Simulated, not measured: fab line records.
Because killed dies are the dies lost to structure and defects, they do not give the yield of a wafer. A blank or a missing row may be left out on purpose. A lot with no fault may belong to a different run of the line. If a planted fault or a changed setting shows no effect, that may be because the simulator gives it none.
Matching of chambers || flow n5_finfet || 3 sister chambers for N5_BEOL_M2_CO_CAP_55 on cvd_co-02
The step material Co, precursor CCTBA/H2, target thk 2 nm, time 102.1 s. 39 wafers are shown with their chamber, then 12 later ones without.

## EACH WAFER AND ITS CHAMBER
{"wafer": "L074.1", "chamber": 2, "heater_power_w (W)": 197}
{"wafer": "L074.4", "chamber": 2, "heater_power_w (W)": 198}
{"wafer": "L074.6", "chamber": 2, "heater_power_w (W)": 191}
{"wafer": "L075.1", "chamber": 2, "heater_power_w (W)": 194}
{"wafer": "L075.4", "chamber": 2, "heater_power_w (W)": 193}
{"wafer": "L075.5", "chamber": 1, "heater_power_w (W)": 211}
{"wafer": "L078.1", "chamber": 2, "heater_power_w (W)": 192}
{"wafer": "L078.4", "chamber": 0, "heater_power_w (W)": 277}
{"wafer": "L078.6", "chamber": 2, "heater_power_w (W)": 193}
{"wafer": "L080.2", "chamber": 1, "heater_power_w (W)": 212}
{"wafer": "L080.3", "chamber": 2, "heater_power_w (W)": 195}
{"wafer": "L080.6", "chamber": 1, "heater_power_w (W)": 213}
{"wafer": "L083.1", "chamber": 1, "heater_power_w (W)": 214}
{"wafer": "L083.4", "chamber": 0, "heater_power_w (W)": 266}
{"wafer": "L083.6", "chamber": 1, "heater_power_w (W)": 207}
{"wafer": "L082.1", "chamber": 2, "heater_power_w (W)": 195}
{"wafer": "L082.5", "chamber": 2, "heater_power_w (W)": 198}
{"wafer": "L082.6", "chamber": 0, "heater_power_w (W)": 271}
{"wafer": "L084.2", "chamber": 0, "heater_power_w (W)": 276}
{"wafer": "L084.3", "chamber": 1, "heater_power_w (W)": 210}
{"wafer": "L084.5", "chamber": 2, "heater_power_w (W)": 193}
{"wafer": "L086.1", "chamber": 1, "heater_power_w (W)": 215}
{"wafer": "L086.4", "chamber": 1, "heater_power_w (W)": 216}
{"wafer": "L086.5", "chamber": 2, "heater_power_w (W)": 194}
{"wafer": "L089.3", "chamber": 1, "heater_power_w (W)": 214}
{"wafer": "L089.4", "chamber": 1, "heater_power_w (W)": 213}
{"wafer": "L089.6", "chamber": 0, "heater_power_w (W)": 272}
{"wafer": "L088.1", "chamber": 2, "heater_power_w (W)": 201}
{"wafer": "L088.4", "chamber": 1, "heater_power_w (W)": 208}
{"wafer": "L088.6", "chamber": 2, "heater_power_w (W)": 196}
{"wafer": "L090.1", "chamber": 2, "heater_power_w (W)": 194}
{"wafer": "L090.5", "chamber": 2, "heater_power_w (W)": 199}
{"wafer": "L090.6", "chamber": 1, "heater_power_w (W)": 217}
{"wafer": "L091.2", "chamber": 0, "heater_power_w (W)": 269}
{"wafer": "L091.3", "chamber": 1, "heater_power_w (W)": 213}
{"wafer": "L091.4", "chamber": 2, "heater_power_w (W)": 196}
{"wafer": "L092.2", "chamber": 0, "heater_power_w (W)": 273}
{"wafer": "L092.4", "chamber": 1, "heater_power_w (W)": 210}
{"wafer": "L092.5", "chamber": 0, "heater_power_w (W)": 267}

SIGNATURES (averages over the wafers above)
{"reading": "heater_power_w", "chamber 0": 271.38, "chamber 1": 212.36, "chamber 2": 195.24, "scatter within a chamber": 3.05}
Rule: a wafer's distance from a chamber is the root of the sum, over the readings, of the square of ((its reading less the chamber's mean) divided by the reading's scatter). If the next closest chamber is less than 2 further off than the closest, the wafer can't be placed; otherwise it belongs to the closest. The scatter: take each reading less its chamber's mean, square it, sum over the shown wafers, divide by the number of wafers less the number of chambers, and take the root.

## WAFERS WITH NO CHAMBER GIVEN
{"wafer": "L093.2", "heater_power_w (W)": 206}
{"wafer": "L093.3", "heater_power_w (W)": 212}
{"wafer": "L093.4", "heater_power_w (W)": 265}
{"wafer": "L094.2", "heater_power_w (W)": 268}
{"wafer": "L094.4", "heater_power_w (W)": 275}
{"wafer": "L094.5", "heater_power_w (W)": 217}
{"wafer": "L095.1", "heater_power_w (W)": 210}
{"wafer": "L095.3", "heater_power_w (W)": 193}
{"wafer": "L095.6", "heater_power_w (W)": 212}
{"wafer": "L096.2", "heater_power_w (W)": 277}
{"wafer": "L096.4", "heater_power_w (W)": 203}
{"wafer": "L096.6", "heater_power_w (W)": 273}

## CHAMBER TAKEN BY EACH
{"wafer": "L093.2", "from the rows above": "can't be placed: 1 or 2", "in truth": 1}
{"wafer": "L093.3", "from the rows above": 1, "in truth": 1}
{"wafer": "L093.4", "from the rows above": 0, "in truth": 0}
{"wafer": "L094.2", "from the rows above": 0, "in truth": 0}
{"wafer": "L094.4", "from the rows above": 0, "in truth": 0}
{"wafer": "L094.5", "from the rows above": 1, "in truth": 1}
{"wafer": "L095.1", "from the rows above": 1, "in truth": 1}
{"wafer": "L095.3", "from the rows above": 2, "in truth": 2}
{"wafer": "L095.6", "from the rows above": 1, "in truth": 1}
{"wafer": "L096.2", "from the rows above": 0, "in truth": 0}
{"wafer": "L096.4", "from the rows above": "can't be placed: 2 or 1", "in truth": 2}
{"wafer": "L096.6", "from the rows above": 0, "in truth": 0}
10 of 12 placed correctly. These rows do not allow placing 2 (true chamber among the candidates in 2). Number placed wrongly: 0.
